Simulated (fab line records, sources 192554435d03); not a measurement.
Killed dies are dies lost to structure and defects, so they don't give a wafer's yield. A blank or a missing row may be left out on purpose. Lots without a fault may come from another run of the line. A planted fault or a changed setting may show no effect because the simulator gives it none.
Chamber matching | flow n5_finfet | N5_BEOL_M2_ETCH_77 on rie_diel-02: 4 sister chambers
The step etches underlayer in N2/H2, target depth 6.5 nm, time 5.2 s. 4 wafers are shown with their chamber, then 7 later ones without.

WAFERS WITH THEIR CHAMBER
wafer  | chamber | throttle_valve_pct (%)
L091.1 | 0       | 17.83
L091.6 | 2       | 18.32
L092.3 | 3       | 17.81
L092.4 | 1       | 17.75

WAFERS WITHOUT THEIR CHAMBER
wafer  | throttle_valve_pct (%)
L092.6 | 17.83
L095.2 | 18.32
L095.5 | 17.76
L095.6 | 17.86
L096.1 | 18.31
L096.2 | 17.78
L096.3 | 17.81

WHICH CHAMBER EACH WENT THROUGH
wafer  | from the rows above          | in truth
L092.6 | can't be placed: 0 or 3      | 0
L095.2 | 2                            | 2
L095.5 | 1                            | 1
L095.6 | can't be placed: 0 or 3      | 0
L096.1 | 2                            | 2
L096.2 | can't be placed: 3 or 1 or 0 | 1
L096.3 | can't be placed: 3 or 0      | 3
Placed correctly: 3 of 7. Can't be placed from these rows: 4 (the true chamber is among the candidates in 4). Placed wrongly: 0.
How it was worked out, from the rows above alone: a wafer's distance from a chamber is the root of the sum, over the readings, of the square of ((its reading less the chamber's mean) divided by the reading's scatter). The wafer belongs to the nearest chamber; if the next one is less than 2 further off, it can't be placed. A chamber's mean is the mean of its shown wafers. The scatter: with one shown wafer a chamber, the root of the mean of the squares of how far each hidden wafer lies from its nearest shown one.
